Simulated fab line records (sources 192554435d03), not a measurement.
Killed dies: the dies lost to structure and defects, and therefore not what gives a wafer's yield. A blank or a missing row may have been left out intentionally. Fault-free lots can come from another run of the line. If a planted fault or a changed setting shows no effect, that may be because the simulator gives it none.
Matching of chambers    flow n5Finfet    rieSi-04 running N5_FIN_SAQP_MANDREL2_REMOVE_60: 4 sister chambers
The step chemistry HBr/Cl2/O2, target a-Si, stops on SiNx, bt time 10 s. 4 wafers are shown with their chamber, then 12 later ones without.

WAFERS PAIRED WITH THEIR CHAMBERS
wafer   chamber  drypumpMotorCurrentA (A)
L090.4  0        5.1
L093.1  3        5.8
L093.2  1        5.5
L093.3  2        6.4

WAFERS WITH NO CHAMBER GIVEN
wafer   drypumpMotorCurrentA (A)
L093.4  5.1
L093.5  5.1
L093.6  5.8
L094.1  6.4
L094.2  5.5
L094.3  5.8
L094.4  5.0
L094.5  6.4
L094.6  5.7
L095.1  6.4
L095.5  5.5
L095.6  5.1

WHICH CHAMBER EACH WENT THROUGH
wafer   from the rows above  in truth
L093.4  0                    0
L093.5  0                    0
L093.6  3                    3
L094.1  2                    2
L094.2  1                    1
L094.3  3                    3
L094.4  0                    0
L094.5  2                    2
L094.6  3                    3
L095.1  2                    2
L095.5  1                    1
L095.6  0                    0
Placed correctly: 12 of 12. Number that these rows cannot place: 0. Wrongly placed: 0.
How it was worked out, from the rows above alone: a wafer's distance from a chamber is the root of the sum, over the readings, of the square of ((its reading less the chamber's mean) divided by the reading's scatter). If the next closest chamber is less than 2 further off than the closest, the wafer can't be placed; otherwise it belongs to the closest. A chamber's mean is the mean of its shown wafers. The scatter (one wafer shown for each chamber): square how far every hidden wafer sits from the nearest shown wafer, average those squares and take the square root.
